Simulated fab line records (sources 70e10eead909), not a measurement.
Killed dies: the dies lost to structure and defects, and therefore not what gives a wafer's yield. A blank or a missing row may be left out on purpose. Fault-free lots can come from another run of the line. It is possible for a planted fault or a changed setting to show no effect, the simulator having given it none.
Matching of chambers | flow nandHarc | 4 sister chambers for NHARC_A_BLC_CMP_25 on cmp-03
The step polishes, t overpolish 30 s, target thk 150 nm. 16 wafers are shown with their chamber, then 8 later ones without.

== WAFERS WITH THEIR CHAMBER ==
wafer  | chamber | motorCurrentA (A) | timeToEndpointS (s) | slurryFlowMlMin
L080.2 | 3       | 12.8              | 33.7                | 149.7
L080.4 | 0       | 10.9              | 29.0                | 150.9
L080.6 | 0       | 10.6              | 29.1                | 150.6
L082.3 | 0       | 10.7              | 29.0                | 150.3
L082.5 | 3       | 12.8              | 32.8                | 149.6
L082.6 | 0       | 11.0              | 27.4                | 149.8
L083.1 | 1       | 11.7              | 26.3                | 149.5
L083.2 | 2       | 12.1              | 29.8                | 150.0
L083.3 | 3       | 12.3              | 33.0                | 150.4
L084.2 | 0       | 11.0              | 27.2                | 150.0
L084.3 | 1       | 12.3              | 24.2                | 149.2
L084.6 | 3       | 13.2              | 32.2                | 150.0
L088.3 | 2       | 12.4              | 32.2                | 150.7
L088.4 | 0       | 10.7              | 25.1                | 150.2
L088.6 | 1       | 11.6              | 26.5                | 150.2
L089.3 | 2       | 12.8              | 33.2                | 149.9

SIGNATURES, as means of the wafers listed above
reading         | chamber 0 | chamber 1 | chamber 2 | chamber 3 | scatter within a chamber
motorCurrentA   | 10.817    | 11.867    | 12.433    | 12.775    | 0.301
timeToEndpointS | 27.800    | 25.667    | 31.733    | 32.925    | 1.38
slurryFlowMlMin | 150.300   | 149.633   | 150.200   | 149.925   | 0.418
Rule: distance of a wafer from a chamber = root of the sum over the readings of ((wafer's reading minus chamber's mean) / reading's scatter) squared. If the next closest chamber is less than 2 further off than the closest, the wafer can't be placed; otherwise it belongs to the closest. The scatter is the square root of a quotient: the sum, over the shown wafers, of each reading's squared deviation from its chamber's mean, divided by wafers minus chambers.

== WAFERS WITHOUT THEIR CHAMBER ==
wafer  | motorCurrentA (A) | timeToEndpointS (s) | slurryFlowMlMin
L089.4 | 11.6              | 28.4                | 149.3
L089.5 | 10.9              | 32.5                | 149.9
L096.1 | 12.1              | 33.4                | 149.9
L096.4 | 10.6              | 29.1                | 150.0
L096.5 | 11.8              | 27.6                | 150.0
L095.2 | 12.6              | 32.1                | 150.2
L095.4 | 10.6              | 29.6                | 149.8
L095.5 | 11.5              | 29.4                | 149.9

== CHAMBER TAKEN BY EACH ==
wafer  | from the rows above          | in truth
L089.4 | can't be placed: 1 or 0 or 2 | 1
L089.5 | can't be placed: 0 or 2      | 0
L096.1 | can't be placed: 2 or 3      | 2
L096.4 | 0                            | 0
L096.5 | can't be placed: 1 or 0      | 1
L095.2 | can't be placed: 2 or 3      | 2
L095.4 | 0                            | 0
L095.5 | can't be placed: 0 or 1 or 2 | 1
Placed correctly: 2 of 8. Can't be placed from these rows: 6 (the true chamber is among the candidates in 6). 0 placed wrongly.
